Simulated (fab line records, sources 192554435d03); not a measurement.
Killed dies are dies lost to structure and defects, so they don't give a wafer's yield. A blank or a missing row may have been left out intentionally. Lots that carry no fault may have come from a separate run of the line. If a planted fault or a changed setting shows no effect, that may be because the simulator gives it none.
Split-lot trial -- flow n5_finfet -- route with 1938 steps; 7 lots, 21 wafers read

SPLIT DETAILS
At N5_SD_EPI_N_ETCH_16 (etches SiO2 in CHF3/O2, target depth 5 nm), the setting target_depth_a was moved away from the recipe's 50 angstrom on 5 of the 21 wafers read, by -7.2% to +9.2%. This setting was run at the recipe's value on the other wafers.

The reading comes from the split's own step.

THE READING
etch.depth_nm (the simulator's own value, which no gauge read), in nm, at N5_SD_EPI_N_ETCH_16 (etches SiO2 in CHF3/O2, target depth 5 nm). The file gives no usual value for it. The 16 wafers here that ran the recipe average 5.000 nm, standard deviation 0.091 nm.

wafer,"tool, chamber at the split","target_depth_a as run, angstrom",against the recipe,"etch.depth_nm, nm",against lot-mates on the recipe
L076.2,"rie_diel-05, 2",50,recipe,4.993,-
L076.3,"rie_diel-05, 1",53.44,+6.9%,5.205,+0.212
L076.4,"rie_diel-05, 0",53.44,+6.9%,5.4,+0.407
L081.1,"rie_diel-05, 1",50,recipe,4.752,-
L081.4,"rie_diel-05, 2",46.38,-7.2%,4.576,-0.247
L081.5,"rie_diel-05, 2",50,recipe,4.895,-
L083.1,"rie_diel-03, 2",54.61,+9.2%,5.407,+0.434
L083.2,"rie_diel-03, 0",50,recipe,4.957,-
L083.5,"rie_diel-03, 2",50,recipe,4.989,-
L090.4,"rie_diel-01, 1",50,recipe,5.187,-
L090.5,"rie_diel-01, 0",50,recipe,4.967,-
L090.6,"rie_diel-01, 2",50,recipe,5.035,-
L091.1,"rie_diel-01, 2",50,recipe,5.088,-
L091.3,"rie_diel-01, 0",50,recipe,5.029,-
L091.6,"rie_diel-01, 2",50,recipe,5.062,-
L093.1,"rie_diel-01, 2",50,recipe,5.072,-
L093.3,"rie_diel-01, 3",50,recipe,4.955,-
L093.6,"rie_diel-01, 0",50,recipe,5.016,-
L095.1,"rie_diel-01, 2",50,recipe,5.026,-
L095.5,"rie_diel-01, 3",50,recipe,4.976,-
L095.6,"rie_diel-01, 0",46.43,-7.1%,4.619,-0.382

FIT RESULTS
A straight line over all 21 wafers: etch.depth_nm changes by +0.0487 nm for each +1% of target_depth_a; r = +0.90; the points scatter about the line by 0.092 nm.
The same after taking each lot's own level away (the mean of its wafers on the recipe; 21 wafers): +0.0451 nm for each +1%; r = +0.94; scatter 0.063 nm.
On that fit, the largest move of target_depth_a shifts the reading by 0.42 nm.
Measured against the standard deviation above, the lots' own levels, which go from 4.8235 to 5.0630 nm, span 2.6 times it.
Hence the lot-to-lot level has little effect on the slope; both slopes agree.
Check: with one of the wafers moved furthest among these (+9.2%) left out of the fit, the line predicts +0.409 nm for it against its lot-mates. Against them it came out at +0.434 nm.

ADDITIONAL SPLITS CARRIED BY THESE WAFERS
These wafers also went through other splits before the reading. Each is held against what the fit with the lots' levels taken away leaves over:
other split on the same wafers,wafers away from the commonest value,r with etch.depth_nm (lot level and that fit taken away)
N5_ZERO_LAYER_PECVD_02 time_s,5,+0.04
N5_ZERO_LAYER_COAT_05 spin_rpm,7,+0.22
N5_PMOS_HMC_CHANNEL_EPI_COAT_31 spin_rpm,7,+0.10
N5_FIN_SAQP_ETCH_65 time_s,5,+0.00
N5_DUMMY_GATE_DESCUM_20 time_s,6,-0.16

FILE'S OWN FIT
etch.depth_nm changes by +0.0452 nm for each +1% of target_depth_a, r = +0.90.
